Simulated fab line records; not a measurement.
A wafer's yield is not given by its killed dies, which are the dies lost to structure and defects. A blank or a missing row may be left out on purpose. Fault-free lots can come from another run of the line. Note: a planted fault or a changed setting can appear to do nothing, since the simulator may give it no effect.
Chamber matching :: flow n5_finfet :: 4 sister chambers for N5_FIN_SAQP_ETCH_52 on rie_diel-03
The step etches SOC in N2/H2, target depth 100 nm, overetch 20 nm, time 150 s. 18 wafers are shown with their chamber, then 9 later ones without.

WAFERS, EACH WITH ITS CHAMBER
wafer: L075.2
chamber: 3
drypump_motor_current_A (A): 5.9
showerhead_plenum_p_Torr (Torr): 2.57
throttle_valve_pct (%): 18.16

wafer: L075.5
chamber: 2
drypump_motor_current_A (A): 5.8
showerhead_plenum_p_Torr (Torr): 2.62
throttle_valve_pct (%): 18.20

wafer: L075.6
chamber: 3
drypump_motor_current_A (A): 5.9
showerhead_plenum_p_Torr (Torr): 2.57
throttle_valve_pct (%): 18.17

wafer: L078.1
chamber: 0
drypump_motor_current_A (A): 6.5
showerhead_plenum_p_Torr (Torr): 2.63
throttle_valve_pct (%): 18.53

wafer: L078.4
chamber: 3
drypump_motor_current_A (A): 5.9
showerhead_plenum_p_Torr (Torr): 2.57
throttle_valve_pct (%): 18.17

wafer: L078.6
chamber: 0
drypump_motor_current_A (A): 6.5
showerhead_plenum_p_Torr (Torr): 2.63
throttle_valve_pct (%): 18.51

wafer: L079.2
chamber: 2
drypump_motor_current_A (A): 5.8
showerhead_plenum_p_Torr (Torr): 2.61
throttle_valve_pct (%): 18.21

wafer: L079.4
chamber: 3
drypump_motor_current_A (A): 5.9
showerhead_plenum_p_Torr (Torr): 2.57
throttle_valve_pct (%): 18.16

wafer: L079.6
chamber: 1
drypump_motor_current_A (A): 5.6
showerhead_plenum_p_Torr (Torr): 2.64
throttle_valve_pct (%): 17.63

wafer: L080.2
chamber: 0
drypump_motor_current_A (A): 6.5
showerhead_plenum_p_Torr (Torr): 2.63
throttle_valve_pct (%): 18.53

wafer: L080.4
chamber: 1
drypump_motor_current_A (A): 5.5
showerhead_plenum_p_Torr (Torr): 2.64
throttle_valve_pct (%): 17.63

wafer: L080.5
chamber: 2
drypump_motor_current_A (A): 5.8
showerhead_plenum_p_Torr (Torr): 2.61
throttle_valve_pct (%): 18.22

wafer: L083.3
chamber: 3
drypump_motor_current_A (A): 5.8
showerhead_plenum_p_Torr (Torr): 2.57
throttle_valve_pct (%): 18.22

wafer: L083.4
chamber: 1
drypump_motor_current_A (A): 5.6
showerhead_plenum_p_Torr (Torr): 2.64
throttle_valve_pct (%): 17.64

wafer: L083.6
chamber: 3
drypump_motor_current_A (A): 5.9
showerhead_plenum_p_Torr (Torr): 2.57
throttle_valve_pct (%): 18.20

wafer: L089.1
chamber: 3
drypump_motor_current_A (A): 5.9
showerhead_plenum_p_Torr (Torr): 2.56
throttle_valve_pct (%): 18.24

wafer: L089.4
chamber: 0
drypump_motor_current_A (A): 6.5
showerhead_plenum_p_Torr (Torr): 2.63
throttle_valve_pct (%): 18.20

wafer: L089.6
chamber: 0
drypump_motor_current_A (A): 6.5
showerhead_plenum_p_Torr (Torr): 2.63
throttle_valve_pct (%): 18.19

SIGNATURES, as means of the wafers listed above
reading: drypump_motor_current_A
chamber 0: 6.500
chamber 1: 5.567
chamber 2: 5.800
chamber 3: 5.886
scatter within a chamber: 0.033

reading: showerhead_plenum_p_Torr
chamber 0: 2.6300
chamber 1: 2.6400
chamber 2: 2.6133
chamber 3: 2.5686
scatter within a chamber: 0.0033

reading: throttle_valve_pct
chamber 0: 18.3920
chamber 1: 17.6333
chamber 2: 18.2100
chamber 3: 18.1886
scatter within a chamber: 0.0986
Rule: a wafer lies at a distance from a chamber equal to the root of the sum of squares, over the readings, of (its reading less the chamber's mean, divided by the reading's scatter). If the next closest chamber is less than 2 further off than the closest, the wafer can't be placed; otherwise it belongs to the closest. The scatter is the square root of a quotient: the sum, over the shown wafers, of each reading's squared deviation from its chamber's mean, divided by wafers minus chambers.

WAFERS WITHOUT THEIR CHAMBER
wafer: L094.1
drypump_motor_current_A (A): 5.9
showerhead_plenum_p_Torr (Torr): 2.55
throttle_valve_pct (%): 18.24

wafer: L094.4
drypump_motor_current_A (A): 5.9
showerhead_plenum_p_Torr (Torr): 2.55
throttle_valve_pct (%): 18.25

wafer: L094.6
drypump_motor_current_A (A): 6.5
showerhead_plenum_p_Torr (Torr): 2.62
throttle_valve_pct (%): 18.24

wafer: L095.2
drypump_motor_current_A (A): 5.5
showerhead_plenum_p_Torr (Torr): 2.63
throttle_valve_pct (%): 17.69

wafer: L095.5
drypump_motor_current_A (A): 5.5
showerhead_plenum_p_Torr (Torr): 2.63
throttle_valve_pct (%): 17.69

wafer: L095.6
drypump_motor_current_A (A): 6.5
showerhead_plenum_p_Torr (Torr): 2.62
throttle_valve_pct (%): 18.21

wafer: L097.2
drypump_motor_current_A (A): 5.9
showerhead_plenum_p_Torr (Torr): 2.55
throttle_valve_pct (%): 18.26

wafer: L097.5
drypump_motor_current_A (A): 5.5
showerhead_plenum_p_Torr (Torr): 2.63
throttle_valve_pct (%): 17.71

wafer: L097.6
drypump_motor_current_A (A): 6.6
showerhead_plenum_p_Torr (Torr): 2.62
throttle_valve_pct (%): 18.23

WHICH CHAMBER EACH ONE RAN IN
wafer: L094.1
from the rows above: 3
in truth: 3

wafer: L094.4
from the rows above: 3
in truth: 3

wafer: L094.6
from the rows above: 0
in truth: 0

wafer: L095.2
from the rows above: 1
in truth: 1

wafer: L095.5
from the rows above: 1
in truth: 1

wafer: L095.6
from the rows above: 0
in truth: 0

wafer: L097.2
from the rows above: 3
in truth: 3

wafer: L097.5
from the rows above: 1
in truth: 1

wafer: L097.6
from the rows above: 0
in truth: 0
Correct placement for 9 of the 9. Can't be placed from these rows: 0. Number placed wrongly: 0.
